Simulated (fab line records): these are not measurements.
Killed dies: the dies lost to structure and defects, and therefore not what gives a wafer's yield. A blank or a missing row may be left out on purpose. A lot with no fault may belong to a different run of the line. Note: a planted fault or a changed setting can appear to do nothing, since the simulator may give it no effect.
Lot-split experiment :: flow n5_finfet :: 21 wafers read across 7 lots, on a route 1938 steps long

## SPLIT DETAILS
At N5_BEOL_M0_SAQP_SPACER2_ALD_26 (deposits SiO2, target thk 15 nm, pulse time 1 s, purge time 2 s), the setting target_thk_a was moved away from the recipe's 150 angstrom on 9 of the 21 wafers read, by -10.9% to +8.4%. This setting was run at the recipe's value on the other wafers.

## FROM THE SPLIT TO THE READING: what the file shows between them, 2 steps
- N5_BEOL_M0_SAQP_SPACER2_ETCHBACK_27: etches SiO2 in CHF3/O2, target depth 22.5 nm, time 11.25 s
- N5_BEOL_M0_SAQP_MANDREL2_REMOVE_110: chemistry HBr/Cl2/O2, target a-Si, stops on SiCN, bt time 10 s

## THE READING
cd_nm, in nm, at N5_BEOL_M0_SAQP_CD_MEAS_29 (target cd 14.4 nm). Typical for fault-free wafers on this fab line: 14.99 nm, with standard deviation 0.23 nm.

wafer: L075.2
tool, chamber at the split: ald_sin-02, 3,0
target_thk_a as run, angstrom: 150
against the recipe: recipe
cd_nm, nm: 15.16
against lot-mates on the recipe: -

wafer: L075.4
tool, chamber at the split: ald_sin-02, 3,0
target_thk_a as run, angstrom: 150
against the recipe: recipe
cd_nm, nm: 15.30
against lot-mates on the recipe: -

wafer: L075.6
tool, chamber at the split: ald_sin-02, 3
target_thk_a as run, angstrom: 150
against the recipe: recipe
cd_nm, nm: 15.03
against lot-mates on the recipe: -

wafer: L077.2
tool, chamber at the split: ald_sin-04, 0
target_thk_a as run, angstrom: 157.6
against the recipe: +5.1%
cd_nm, nm: 15.89
against lot-mates on the recipe: +1.18

wafer: L077.3
tool, chamber at the split: ald_sin-04, 1,0
target_thk_a as run, angstrom: 150
against the recipe: recipe
cd_nm, nm: 14.84
against lot-mates on the recipe: -

wafer: L077.6
tool, chamber at the split: ald_sin-04, 1,0
target_thk_a as run, angstrom: 150
against the recipe: recipe
cd_nm, nm: 14.59
against lot-mates on the recipe: -

wafer: L085.3
tool, chamber at the split: ald_sin-04, 2
target_thk_a as run, angstrom: 150
against the recipe: recipe
cd_nm, nm: 15.16
against lot-mates on the recipe: -

wafer: L085.4
tool, chamber at the split: ald_sin-04, 1,2
target_thk_a as run, angstrom: 137.6
against the recipe: -8.3%
cd_nm, nm: 13.99
against lot-mates on the recipe: -1.17

wafer: L085.6
tool, chamber at the split: ald_sin-04, 1,2
target_thk_a as run, angstrom: 137.6
against the recipe: -8.3%
cd_nm, nm: 13.92
against lot-mates on the recipe: -1.24

wafer: L087.2
tool, chamber at the split: ald_sin-04, 3
target_thk_a as run, angstrom: 162.6
against the recipe: +8.4%
cd_nm, nm: 16.11
against lot-mates on the recipe: +1.04

wafer: L087.3
tool, chamber at the split: ald_sin-04, 0,2
target_thk_a as run, angstrom: 150
against the recipe: recipe
cd_nm, nm: 15.28
against lot-mates on the recipe: -

wafer: L087.6
tool, chamber at the split: ald_sin-04, 0,2
target_thk_a as run, angstrom: 150
against the recipe: recipe
cd_nm, nm: 14.86
against lot-mates on the recipe: -

wafer: L090.2
tool, chamber at the split: ald_sin-04, 2,3
target_thk_a as run, angstrom: 150
against the recipe: recipe
cd_nm, nm: 15.10
against lot-mates on the recipe: -

wafer: L090.5
tool, chamber at the split: ald_sin-04, 2,3
target_thk_a as run, angstrom: 150
against the recipe: recipe
cd_nm, nm: 15.06
against lot-mates on the recipe: -

wafer: L090.6
tool, chamber at the split: ald_sin-04, 2
target_thk_a as run, angstrom: 133.7
against the recipe: -10.9%
cd_nm, nm: 13.52
against lot-mates on the recipe: -1.56

wafer: L094.2
tool, chamber at the split: ald_sin-04, 3
target_thk_a as run, angstrom: 157.1
against the recipe: +4.7%
cd_nm, nm: 15.73
against lot-mates on the recipe: +0.62

wafer: L094.3
tool, chamber at the split: ald_sin-04, 0
target_thk_a as run, angstrom: 150
against the recipe: recipe
cd_nm, nm: 14.95
against lot-mates on the recipe: -

wafer: L094.6
tool, chamber at the split: ald_sin-04, 2
target_thk_a as run, angstrom: 150
against the recipe: recipe
cd_nm, nm: 15.28
against lot-mates on the recipe: -

wafer: L096.1
tool, chamber at the split: ald_sin-02, 1
target_thk_a as run, angstrom: 140.9
against the recipe: -6.1%
cd_nm, nm: 14.29
against lot-mates on the recipe: no lot-mate on the recipe

wafer: L096.2
tool, chamber at the split: ald_sin-02, 0,1
target_thk_a as run, angstrom: 140.9
against the recipe: -6.1%
cd_nm, nm: 14.00
against lot-mates on the recipe: no lot-mate on the recipe

wafer: L096.4
tool, chamber at the split: ald_sin-02, 0,1
target_thk_a as run, angstrom: 140.9
against the recipe: -6.1%
cd_nm, nm: 14.13
against lot-mates on the recipe: no lot-mate on the recipe
Rows listing several chambers each stand for several wafers; the file does not say which wafer went through which chamber.

FIT RESULTS
A straight line over all 21 wafers: cd_nm changes by +0.14 nm for each +1% of target_thk_a; r = +0.97; the points scatter about the line by 0.18 nm.
The same after taking each lot's own level away (the mean of its wafers on the recipe; 18 wafers): +0.146 nm for each +1%; r = +0.97; scatter 0.17 nm.
According to that fit, moving target_thk_a by its largest amount changes the reading by 1.6 nm.
The lots' own levels span 14.715 to 15.163 nm, that is 1.9 times the standard deviation above.
The two slopes are in agreement: the lot-to-lot level therefore moves the slope only a little.
Check: -1.59 nm against its lot-mates is what the line predicts for one of the wafers moved furthest among these (-10.9%) when that wafer is left out of the fit. It came out at -1.56 nm against them.

## THE WHOLE CHAIN: every reading that the file lists as answering this split, in the file's order
step: N5_BEOL_M0_SAQP_SPACER2_ALD_26
what it does: deposits SiO2, target thk 15 nm, pulse time 1 s, purge time 2 s
reading: SiO2_of_BEOL_M0_SAQP_SPACER2_ALD_26.thk_nm (the simulator's own value, which no gauge read)
change (the file's fit): +0.155 nm for each +1% of the setting
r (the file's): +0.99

step: N5_BEOL_M0_SAQP_MANDREL2_REMOVE_110
what it does: chemistry HBr/Cl2/O2, target a-Si, stops on SiCN, bt time 10 s
reading: BEOL_M0_SAQP.cd_nm (the simulator's own value, which no gauge read)
change (the file's fit): +0.158 nm for each +1% of the setting
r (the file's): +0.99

step: N5_BEOL_M0_SAQP_CD_MEAS_29
what it does: target cd 14.4 nm
reading: cd_nm
change (the file's fit): +0.146 nm for each +1% of the setting
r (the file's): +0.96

step: N5_BEOL_M0_CUTY_ETCH_63
what it does: etches SOC in N2/H2, target depth 82.7 nm, overetch 16.5 nm, time 124 s
reading: SiO2_of_BEOL_M0_SAQP_SPACER2_ALD_26.thk_nm (the simulator's own value, which no gauge read)
change (the file's fit): +0.145 nm for each +1% of the setting
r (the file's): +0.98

step: N5_BEOL_M0_HM_OPEN_105
what it does: chemistry Cl2/BCl3, target TiN, target depth 12 nm
reading: SiO2_of_BEOL_M0_SAQP_SPACER2_ALD_26.thk_nm (the simulator's own value, which no gauge read)
change (the file's fit): +0.123 nm for each +1% of the setting
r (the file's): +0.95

## THE FILE'S OWN FIT
cd_nm changes by +0.146 nm for each +1% of target_thk_a, r = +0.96.
